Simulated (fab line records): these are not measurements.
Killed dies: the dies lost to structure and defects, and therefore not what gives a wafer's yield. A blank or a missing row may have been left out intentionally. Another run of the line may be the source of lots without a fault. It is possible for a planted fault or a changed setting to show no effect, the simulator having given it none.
A lot that was struck, set against a sound lot + flow n5-finfet + 37 steps out of a route of 1938
Sound: these wafers, L831.2, L831.6. The struck wafers were L829.2, L829.3, L829.4. The cause comes at the end.
Each step with rows lists, per side, the tool, then ch with its chambers, then its first start. Under that, the readings that differ: sound wafers + struck wafers + difference of the means + sigmas: that difference in standard deviations of wafers without a fault.
alike: same words and numbers on both sides, and readings whose means sit less than 2 such deviations apart. not compared: any withheld reading, any reading some wafer has no value for, any bound like >300 that may hide the same value, and any number with overlapping values for which the record gives no deviation.
Wherever a step has rows on one side only, a row that says differs or no value, or a row with sigmas, the two part there. Non-overlapping numbers with no deviation appear without sigmas and do not part them. A reading that every wafer of one side lacks parts them only if that side has two wafers or more.

first, 9 steps without rows for these wafers: N5_BEOL_M4_ANNEAL_95 (time 240 s); N5_BEOL_M4_SPUTTER_96 (material Cu, target thk 4.5 nm, time 8.29 s); N5_BEOL_M4_ECD_50 (material Cu, target thk 300 nm); N5_BEOL_M4_ANNEAL_51 (time 90 s); N5_BEOL_M4_CMP_52 (polishes, stops on SiOC, t overpolish 6.8 s, target thk 40 nm); N5_BEOL_M4_PRE_CLEAN_60 (time 15 s); N5_BEOL_M4_CO_CAP_55 (material Co, precursor CCTBA/H2, target thk 2 nm, time 102.1 s); N5_BEOL_M4_PRE_CLEAN_56 (time 15 s); N5_BEOL_M4_DEP_57 (deposits SiCN from 3MS/NH3, target thk 8 nm, time 14 s).
N5_BEOL_M4_RC_MEAS_101:
  sound on prober-01 ch 0, day 15 13:37; struck on prober-02 ch 0, day 14 20:07
  alike: DIBL_N, DIBL_P, IOFF_N, IOFF_P, ION_N, ION_P, SS_N, SS_P, VT_N, VT_P
then, 24 steps without rows for these wafers: N5_BEOL_M5_ILD_DEP_00 (deposits SiCOH lowk from DEMS/porogen, target thk 140.64 nm, time 25.9 s); N5_BEOL_M5_CURE_79 (cures SiCOH lowk, time 240 s); N5_BEOL_M5_PECVD_70 (deposits SiO2 from TEOS/O2, target thk 16 nm, time 18 s); N5_BEOL_M5_HM_DEP_02 (deposits TiN, target thk 20 nm); N5_BEOL_M5_COAT_59 (time 60 s, resist thk 60 nm); N5_BEOL_M5_COAT_60 (time 60 s, resist thk 12 nm); N5_BEOL_M5_COAT_71 (time 60 s, resist thk 5 nm); N5_BEOL_M5_COAT_05 (resist thk 30 nm); N5_BEOL_M5_EBR_07; N5_BEOL_M5_SOFTBAKE_06 (time 60 s); N5_BEOL_M5_EXPOSE_08 (exposes mask M5, target cd 28 nm); N5_BEOL_M5_PEB_09 (peb time 60 s); N5_BEOL_M5_DEVELOP_10 (develop time 30 s); N5_BEOL_M5_DESCUM_16 (chemistry O2, time 7 s); N5_BEOL_M5_ETCH_72 (etches underlayer in N2/H2, target depth 6.5 nm, time 5.2 s); N5_BEOL_M5_ETCH_61 (etches SiARC in CF4, target depth 15.6 nm, time 26 s); N5_BEOL_M5_ETCH_62 (etches SOC in N2/H2, target depth 75 nm, overetch 15 nm, time 112.5 s); N5_BEOL_M5_STRIP_63 (strips in N2/H2); N5_BEOL_M5_STRIP_73 (strips in N2/H2); N5_BEOL_M5_STRIP_64 (strips in CF4); N5_BEOL_M5_HM_OPEN_17 (chemistry Cl2/BCl3, target TiN, target depth 20 nm, overetch 6 nm); N5_BEOL_M5_STRIP_19 (strips in O2); N5_BEOL_M5_COAT_65 (time 60 s, resist thk 60 nm); N5_BEOL_M5_COAT_66 (time 60 s, resist thk 12 nm).
N5_BEOL_M8_ECD_50: material Cu, target thk 300 nm.
  sound on ecd-cu-02 ch 0,1, day 17 05:25; struck on ecd-cu-01 ch 0,1, day 16 11:53
N5_BEOL_M8_CMP_52: polishes, stops on SiCOH lowk, t overpolish 6.9 s, target thk 80 nm.
  sound on cmp-01 ch 0,3, day 17 05:58; struck on cmp-04 ch 1,2,3, day 16 13:00
| reading                | sound | struck | difference | sigmas |
|------------------------|-------|--------|------------|--------|
| time-to-endpoint-s (s) | 61 53 | 0 0 0  | -57        | -14    |
  alike: motor-current-A
-- record jumps: 3 days separate the struck wafers' starts on either side; left off in module BEOL_M8, taken up again in module PASSIVATION, whose first shown step is the route's number 1936 --
N5_PASSIVATION_PROBE_49:
  the record has rows for the struck wafers here (prober-02, day 19 06:27) and none for the sound ones

WHERE THEY PART
Earliest at N5_BEOL_M8_CMP_52; latest, in this record, at N5_PASSIVATION_PROBE_49.

WHY: what had been put in by the simulator
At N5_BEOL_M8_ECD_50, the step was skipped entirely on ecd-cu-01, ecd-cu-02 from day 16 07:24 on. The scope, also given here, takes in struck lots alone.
